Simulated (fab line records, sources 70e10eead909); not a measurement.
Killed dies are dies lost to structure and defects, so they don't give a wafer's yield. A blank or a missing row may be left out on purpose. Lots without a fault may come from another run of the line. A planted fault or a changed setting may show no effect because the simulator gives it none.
One fault seen from 2 desks | flow nand_harc | each desk has only its own numbers; what lay behind them comes last

THE TOOL OWNER'S DESK: litho_track-04
The tool's own readings at NHARC_P_M0_PEB_07 (peb time 65 s): means of the sampled wafers that have a number, for each lot that ran on this tool. A lot is out of limits, marked OUT, if its mean lies more than 4 standard deviations from the usual mean; the brackets give that distance.
Columns: A = heater_power_total_W at NHARC_P_M0_PEB_07, usual 156.7 W; B = plate_temp_C at NHARC_P_M0_PEB_07, usual 100.01 C
lot  | first seen here | A               | B
L880 | day 6 13:55     | 156.7           | 100.08
L881 | day 6 19:25     | 156.5           | 99.93
L885 | day 7 14:38     | 163.5 (+17) OUT | 103.21 (+27) OUT
L889 | day 8 02:25     | 163.2 (+16) OUT | 103.13 (+26) OUT
This desk's finding: out of limits on L885, L889; first on L885, day 7 14:38 (heater_power_total_W at NHARC_P_M0_PEB_07). In limits: L880, L881.

THE METROLOGY DESK
What the gauges read, lot by lot, whatever tool the lot ran on: means of the sampled wafers that have a number. A lot is out of limits, marked OUT, if its mean lies more than 4 standard deviations from the usual mean; the brackets give that distance.
Columns: A = cd_nm at NHARC_P_M0_CD_MEAS_09, usual 90.2 nm
lot  | first seen here | A
L879 | day 6 09:49     | 90.1
L880 | day 6 14:00     | 89.5
L882 | day 6 18:52     | 90.7
L881 | day 6 19:30     | 90.3
L883 | day 7 04:04     | 89.7
L885 | day 7 14:43     | 101.7 (+17) OUT
L888 | day 7 23:07     | 89.0
L889 | day 8 02:29     | 101.4 (+16) OUT
L891 | day 9 02:34     | 90.1
L894 | day 9 22:29     | 89.9
L896 | day 10 02:25    | 90.3
L897 | day 10 07:01    | 89.3
L900 | day 11 00:34    | 90.5
L902 | day 11 12:17    | 89.9
This desk's finding: out of limits on L885, L889; first on L885, day 7 14:43 (cd_nm at NHARC_P_M0_CD_MEAS_09). In limits: L879, L880, L882, L881, L883, L888, L891, L894, L896, L897, L900, L902.

PUT TOGETHER
The tool owner's desk could have raised an alarm at day 7 14:38, on L885, L889.
The metrology desk could have raised an alarm at day 7 14:43, on L885, L889.
Of the lots named, all ran NHARC_P_M0_PEB_07 on litho_track-04.

WHAT THE SIMULATOR HAD PUT IN
Process parameter drift: litho_track-04, from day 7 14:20 on, at NHARC_P_M0_PEB_07. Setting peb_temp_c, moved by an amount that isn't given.
Lots struck among those shown: L885, L889.
Hours from the fault's start to each desk's first reading out of limits: the tool owner's desk, 0; the metrology desk, 0.
